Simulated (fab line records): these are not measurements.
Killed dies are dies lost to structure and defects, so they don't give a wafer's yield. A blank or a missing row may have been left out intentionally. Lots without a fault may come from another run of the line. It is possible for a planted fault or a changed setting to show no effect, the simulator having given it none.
Matching of chambers | flow nandHarc | 4 sister chambers for NHARC_A_BONDPAD_CMP_29 on cmp-04
The step polishes SiCN, target thk 200 nm. 8 wafers are shown with their chamber, then 7 later ones without.

## WAFERS PAIRED WITH THEIR CHAMBERS
wafer  | chamber | motorCurrentA (A)
L084.3 | 0       | 12.5
L087.1 | 3       | 11.4
L087.3 | 2       | 10.8
L088.3 | 0       | 12.9
L088.4 | 1       | 11.7
L088.6 | 3       | 11.4
L089.1 | 1       | 11.1
L089.2 | 2       | 11.0

## WAFERS WITHOUT THEIR CHAMBER
wafer  | motorCurrentA (A)
L089.6 | 10.6
L090.3 | 10.3
L090.4 | 12.4
L090.5 | 11.9
L094.1 | 10.6
L094.4 | 11.8
L094.6 | 10.9

## CHAMBER TAKEN BY EACH
wafer  | from the rows above               | in truth
L089.6 | can't be placed: 2 or 1 or 3      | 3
L090.3 | can't be placed: 2 or 1 or 3      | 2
L090.4 | 0                                 | 0
L090.5 | can't be placed: 3 or 1 or 0 or 2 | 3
L094.1 | can't be placed: 2 or 1 or 3      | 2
L094.4 | can't be placed: 3 or 1 or 0 or 2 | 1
L094.6 | can't be placed: 2 or 1 or 3      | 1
Placed correctly: 1 of 7. Not placeable from these rows: 6 (in 6, the candidates include the true chamber). Placed wrongly: 0.
How it was worked out, from the rows above alone: a wafer's distance from a chamber is the root of the sum, over the readings, of the square of ((its reading less the chamber's mean) divided by the reading's scatter). The wafer belongs to the nearest chamber; if the next one is less than 2 further off, it can't be placed. For every chamber, the mean is computed from those of its wafers that are shown. The scatter is the square root of a quotient: the sum, over the shown wafers, of each reading's squared deviation from its chamber's mean, divided by wafers minus chambers.
